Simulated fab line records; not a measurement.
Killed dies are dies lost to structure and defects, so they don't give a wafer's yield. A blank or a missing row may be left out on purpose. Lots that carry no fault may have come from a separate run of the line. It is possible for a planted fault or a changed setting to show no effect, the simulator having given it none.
Split-lot experiment || flow n5_finfet || route with 1938 steps; 7 lots, 21 wafers read

SPLIT DETAILS
At N5_BEOL_M5_ETCH_41 (etches SiCN in CH3F/O2, target depth 31.5 nm, time 56.7 s), the setting source_w was moved away from the recipe's 395 W on 8 of the 21 wafers read, by -16.6% to +6.8%. For the rest of the wafers, this setting stayed at what the recipe calls for.

The reading is taken at the split's own step.

THE READING
rf_vpp_V, in V, at N5_BEOL_M5_ETCH_41 (etches SiCN in CH3F/O2, target depth 31.5 nm, time 56.7 s). On this fab line, fault-free wafers typically give 297.4 V with a standard deviation of 2 V.

{"wafer": "L083.1", "tool, chamber at the split": "rie_diel-06, 2", "source_w as run, W": 414.2, "against the recipe": "+4.9%", "rf_vpp_V, V": 292.5, "against lot-mates on the recipe": "no lot-mate on the recipe"}
{"wafer": "L083.2", "tool, chamber at the split": "rie_diel-06, 1", "source_w as run, W": 414.2, "against the recipe": "+4.9%", "rf_vpp_V, V": 290.2, "against lot-mates on the recipe": "no lot-mate on the recipe"}
{"wafer": "L083.5", "tool, chamber at the split": "rie_diel-06, 3", "source_w as run, W": 414.2, "against the recipe": "+4.9%", "rf_vpp_V, V": 296.6, "against lot-mates on the recipe": "no lot-mate on the recipe"}
{"wafer": "L082.2", "tool, chamber at the split": "rie_diel-05, 1", "source_w as run, W": 329.5, "against the recipe": "-16.6%", "rf_vpp_V, V": 314.4, "against lot-mates on the recipe": "+16.1"}
{"wafer": "L082.3", "tool, chamber at the split": "rie_diel-05, 2", "source_w as run, W": 395, "against the recipe": "recipe", "rf_vpp_V, V": 298.3, "against lot-mates on the recipe": "-"}
{"wafer": "L082.4", "tool, chamber at the split": "rie_diel-05, 0", "source_w as run, W": 329.5, "against the recipe": "-16.6%", "rf_vpp_V, V": 316.0, "against lot-mates on the recipe": "+17.7"}
{"wafer": "L085.1", "tool, chamber at the split": "rie_diel-06, 3", "source_w as run, W": 395, "against the recipe": "recipe", "rf_vpp_V, V": 300.2, "against lot-mates on the recipe": "-"}
{"wafer": "L085.2", "tool, chamber at the split": "rie_diel-06, 2", "source_w as run, W": 395, "against the recipe": "recipe", "rf_vpp_V, V": 295.0, "against lot-mates on the recipe": "-"}
{"wafer": "L085.4", "tool, chamber at the split": "rie_diel-06, 1", "source_w as run, W": 422, "against the recipe": "+6.8%", "rf_vpp_V, V": 288.8, "against lot-mates on the recipe": -8.8}
{"wafer": "L089.3", "tool, chamber at the split": "rie_diel-06, 3", "source_w as run, W": 395, "against the recipe": "recipe", "rf_vpp_V, V": 300.3, "against lot-mates on the recipe": "-"}
{"wafer": "L089.4", "tool, chamber at the split": "rie_diel-06, 0", "source_w as run, W": 395, "against the recipe": "recipe", "rf_vpp_V, V": 299.6, "against lot-mates on the recipe": "-"}
{"wafer": "L089.5", "tool, chamber at the split": "rie_diel-06, 2", "source_w as run, W": 395, "against the recipe": "recipe", "rf_vpp_V, V": 295.4, "against lot-mates on the recipe": "-"}
{"wafer": "L092.3", "tool, chamber at the split": "rie_diel-05, 3", "source_w as run, W": 351.9, "against the recipe": "-10.9%", "rf_vpp_V, V": 308.7, "against lot-mates on the recipe": "+12.1"}
{"wafer": "L092.4", "tool, chamber at the split": "rie_diel-05, 1", "source_w as run, W": 395, "against the recipe": "recipe", "rf_vpp_V, V": 295.4, "against lot-mates on the recipe": "-"}
{"wafer": "L092.6", "tool, chamber at the split": "rie_diel-05, 1", "source_w as run, W": 395, "against the recipe": "recipe", "rf_vpp_V, V": 297.8, "against lot-mates on the recipe": "-"}
{"wafer": "L094.3", "tool, chamber at the split": "rie_diel-02, 3", "source_w as run, W": 395, "against the recipe": "recipe", "rf_vpp_V, V": 297.5, "against lot-mates on the recipe": "-"}
{"wafer": "L094.4", "tool, chamber at the split": "rie_diel-02, 0", "source_w as run, W": 395, "against the recipe": "recipe", "rf_vpp_V, V": 297.2, "against lot-mates on the recipe": "-"}
{"wafer": "L094.5", "tool, chamber at the split": "rie_diel-02, 0", "source_w as run, W": 365, "against the recipe": "-7.6%", "rf_vpp_V, V": 306.2, "against lot-mates on the recipe": "+8.8"}
{"wafer": "L093.1", "tool, chamber at the split": "rie_diel-06, 3", "source_w as run, W": 395, "against the recipe": "recipe", "rf_vpp_V, V": 300.5, "against lot-mates on the recipe": "-"}
{"wafer": "L093.2", "tool, chamber at the split": "rie_diel-06, 1", "source_w as run, W": 395, "against the recipe": "recipe", "rf_vpp_V, V": 295.0, "against lot-mates on the recipe": "-"}
{"wafer": "L093.4", "tool, chamber at the split": "rie_diel-06, 0", "source_w as run, W": 395, "against the recipe": "recipe", "rf_vpp_V, V": 299.2, "against lot-mates on the recipe": "-"}

FIT RESULTS
A straight line over all 21 wafers: rf_vpp_V changes by -1.06 V for each +1% of source_w; r = -0.96; the points scatter about the line by 2 V.
The same after taking each lot's own level away (the mean of its wafers on the recipe; 18 wafers): -1.07 V for each +1%; r = -0.97; scatter 1.8 V.
That fit puts the effect of the largest move of source_w on the reading at 18 V.
From 296.60 to 298.43 V: that is the span of the lots' own levels, equal to 0.9 times the standard deviation above.
The two slopes are in agreement: the lot-to-lot level therefore moves the slope only a little.
Check: with one of the wafers moved furthest among these (-16.6%) left out of the fit, the line predicts +18.4 V for it against its lot-mates. Against them it came out at +16.1 V.
Tool readings at the split's step, against how far the setting was moved: rf_vpp_V r = -0.96.

FILE'S OWN FIT
rf_vpp_V changes by -1.09 V for each +1% of source_w, r = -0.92.
